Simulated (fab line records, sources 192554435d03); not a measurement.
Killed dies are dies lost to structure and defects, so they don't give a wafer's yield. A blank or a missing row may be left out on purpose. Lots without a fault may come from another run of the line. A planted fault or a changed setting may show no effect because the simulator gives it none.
Split-lot experiment | flow n5_finfet | 7 lots, 39 wafers read, on a route of 1938 steps

THE SPLIT
At N5_BEOL_M14_SPUTTER_43 (material TaN, target thk 15 nm, time 24.19 s), the setting target_thk_a was moved away from the recipe's 150 angstrom on 15 of the 39 wafers read, by -59.0% to +54.9%. The other wafers ran this setting at the recipe's value.

FROM THE SPLIT TO THE READING: what the file shows between them, 4 steps
- N5_BEOL_M14_SPUTTER_44: material Ta, target thk 15 nm, time 24.19 s
- N5_BEOL_M14_SPUTTER_45: material Cu, target thk 100 nm, time 16.67 s
- N5_BEOL_M14_ECD_47: material Cu, target thk 1248 nm
- N5_BEOL_M14_ANNEAL_48: time 90 s

THE READING
barrier_field_endpoint_s, in s, at N5_BEOL_M14_CMP_49 (polishes, stops on SiO2, t overpolish 5.2 s, target thk 560 nm). Fault-free wafers of this fab line usually give 11.37 s, standard deviation 0.26 s.

wafer  | tool, chamber at the split | target_thk_a as run, angstrom | against the recipe | barrier_field_endpoint_s, s | against lot-mates on the recipe
L082.3 | pvd_sputter-01, -          | 150                           | recipe             | 11.70                       | -
L082.4 | pvd_sputter-01, -          | 178.7                         | +19.1%             | 12.98                       | +1.35
L082.2 | pvd_sputter-01, -          | 150                           | recipe             | 11.80                       | -
L082.1 | pvd_sputter-01, -          | 150                           | recipe             | 11.39                       | -
L082.5 | pvd_sputter-01, -          | 178.7                         | +19.1%             | 12.85                       | +1.22
L082.6 | pvd_sputter-01, -          | 178.7                         | +19.1%             | 12.88                       | +1.25
L081.2 | pvd_sputter-02, -          | 150                           | recipe             | 11.08                       | -
L081.4 | pvd_sputter-02, -          | 150                           | recipe             | 11.28                       | -
L081.1 | pvd_sputter-02, -          | 150                           | recipe             | 11.33                       | -
L081.3 | pvd_sputter-02, -          | 150                           | recipe             | 11.41                       | -
L081.6 | pvd_sputter-02, -          | 150                           | recipe             | 11.33                       | -
L081.5 | pvd_sputter-02, -          | 150                           | recipe             | 11.17                       | -
L093.4 | pvd_sputter-01, -          | 125.3                         | -16.5%             | 10.09                       | -1.17
L093.1 | pvd_sputter-01, -          | 150                           | recipe             | 11.18                       | -
L093.3 | pvd_sputter-01, -          | 125.3                         | -16.5%             | 10.05                       | -1.21
L093.2 | pvd_sputter-01, -          | 150                           | recipe             | 11.31                       | -
L093.6 | pvd_sputter-01, -          | 150                           | recipe             | 11.28                       | -
L093.5 | pvd_sputter-01, -          | 125.3                         | -16.5%             | 10.34                       | -0.92
L094.4 | pvd_sputter-01, -          | 232.4                         | +54.9%             | 14.24                       | +3.36
L094.1 | pvd_sputter-01, -          | 150                           | recipe             | 10.83                       | -
L094.3 | pvd_sputter-01, -          | 232.4                         | +54.9%             | 14.38                       | +3.50
L094.2 | pvd_sputter-01, -          | 150                           | recipe             | 11.01                       | -
L094.6 | pvd_sputter-01, -          | 232.4                         | +54.9%             | 14.51                       | +3.63
L094.5 | pvd_sputter-01, -          | 150                           | recipe             | 10.80                       | -
L095.1 | pvd_sputter-03, -          | 150                           | recipe             | 11.28                       | -
L095.2 | pvd_sputter-03, -          | 150                           | recipe             | 11.35                       | -
L095.3 | pvd_sputter-03, -          | 213.8                         | +42.5%             | 13.66                       | +2.30
L095.4 | pvd_sputter-03, -          | 150                           | recipe             | 11.45                       | -
L095.6 | pvd_sputter-03, -          | 213.8                         | +42.5%             | 14.18                       | +2.82
L095.5 | pvd_sputter-03, -          | 213.8                         | +42.5%             | 13.82                       | +2.46
L096.1 | pvd_sputter-01, -          | 150                           | recipe             | 11.05                       | -
L096.3 | pvd_sputter-01, -          | 150                           | recipe             | 11.35                       | -
L096.5 | pvd_sputter-01, -          | 150                           | recipe             | 11.17                       | -
L097.2 | pvd_sputter-03, -          | 61.53                         | -59.0%             | 7.75                        | -3.41
L097.3 | pvd_sputter-03, -          | 61.53                         | -59.0%             | 8.06                        | -3.10
L097.4 | pvd_sputter-03, -          | 150                           | recipe             | 11.24                       | -
L097.1 | pvd_sputter-03, -          | 61.53                         | -59.0%             | 7.68                        | -3.48
L097.5 | pvd_sputter-03, -          | 150                           | recipe             | 11.00                       | -
L097.6 | pvd_sputter-03, -          | 150                           | recipe             | 11.24                       | -

THE FIT
A straight line over all 39 wafers: barrier_field_endpoint_s changes by +0.0597 s for each +1% of target_thk_a; r = +0.99; the points scatter about the line by 0.26 s.
The same after taking each lot's own level away (the mean of its wafers on the recipe; 39 wafers): +0.0601 s for each +1%; r = +1.00; scatter 0.16 s.
On that fit, the largest move of target_thk_a shifts the reading by 3.5 s.
The lots' own levels span 10.880 to 11.630 s, that is 2.9 times the standard deviation above.
So the lot-to-lot level changes the slope little: the two slopes agree.
Check: with one of the wafers moved furthest among these (-59.0%) left out of the fit, the line predicts -3.53 s for it against its lot-mates. It came out at -3.41 s against them.

THE WHOLE CHAIN: every reading that the file lists as answering this split, in the file's order
step                   | what it does                                                   | reading                                                                            | change (the file's fit)               | r (the file's)
N5_BEOL_M14_SPUTTER_43 | material TaN, target thk 15 nm, time 24.19 s                   | TaN_of_BEOL_M14_SPUTTER_43.thk_nm (the simulator's own value, which no gauge read) | +0.152 nm for each +1% of the setting | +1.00
N5_BEOL_M14_CMP_49     | polishes, stops on SiO2, t overpolish 5.2 s, target thk 560 nm | barrier_field_endpoint_s                                                           | +0.0602 s for each +1% of the setting | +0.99

THE FILE'S OWN FIT
barrier_field_endpoint_s changes by +0.0602 s for each +1% of target_thk_a, r = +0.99.
